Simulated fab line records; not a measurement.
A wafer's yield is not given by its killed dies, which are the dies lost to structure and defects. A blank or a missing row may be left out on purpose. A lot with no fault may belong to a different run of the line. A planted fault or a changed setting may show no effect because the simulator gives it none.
Chamber matching || flow n5Finfet || rieDiel-02 running N5_BEOL_M13_ETCH_38: 4 sister chambers
The step etches SiCN in CF4/N2, target depth 67.5 nm, time 71.9 s. 4 wafers are shown with their chamber, then 8 later ones without.

== WAFERS WITH THEIR CHAMBER ==
{"wafer": "L090.1", "chamber": 2, "showerheadPlenumPTorr (Torr)": 2.28}
{"wafer": "L090.5", "chamber": 1, "showerheadPlenumPTorr (Torr)": 2.23}
{"wafer": "L090.6", "chamber": 0, "showerheadPlenumPTorr (Torr)": 2.23}
{"wafer": "L091.1", "chamber": 3, "showerheadPlenumPTorr (Torr)": 2.34}

== WAFERS WITH NO CHAMBER GIVEN ==
{"wafer": "L091.2", "showerheadPlenumPTorr (Torr)": 2.23}
{"wafer": "L091.4", "showerheadPlenumPTorr (Torr)": 2.28}
{"wafer": "L094.4", "showerheadPlenumPTorr (Torr)": 2.27}
{"wafer": "L094.5", "showerheadPlenumPTorr (Torr)": 2.27}
{"wafer": "L094.6", "showerheadPlenumPTorr (Torr)": 2.22}
{"wafer": "L076.2", "showerheadPlenumPTorr (Torr)": 2.22}
{"wafer": "L076.3", "showerheadPlenumPTorr (Torr)": 2.23}
{"wafer": "L076.5", "showerheadPlenumPTorr (Torr)": 2.27}

== EACH ONE'S CHAMBER ==
{"wafer": "L091.2", "from the rows above": "can't be placed: 0 or 1", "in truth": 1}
{"wafer": "L091.4", "from the rows above": 2, "in truth": 2}
{"wafer": "L094.4", "from the rows above": 2, "in truth": 2}
{"wafer": "L094.5", "from the rows above": 2, "in truth": 2}
{"wafer": "L094.6", "from the rows above": "can't be placed: 0 or 1", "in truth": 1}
{"wafer": "L076.2", "from the rows above": "can't be placed: 0 or 1", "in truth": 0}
{"wafer": "L076.3", "from the rows above": "can't be placed: 0 or 1", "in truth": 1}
{"wafer": "L076.5", "from the rows above": 2, "in truth": 2}
Placed correctly: 4 of 8. Cannot be placed on the basis of these rows: 4; the candidates contain the true chamber in 4. Number placed wrongly: 0.
How it was worked out, from the rows above alone: a wafer's distance from a chamber is the root of the sum, over the readings, of the square of ((its reading less the chamber's mean) divided by the reading's scatter). If the next closest chamber is less than 2 further off than the closest, the wafer can't be placed; otherwise it belongs to the closest. A chamber's mean is the mean of its shown wafers. The scatter: root of mean squared gap, hidden wafer to nearest shown wafer, with one shown wafer a chamber.
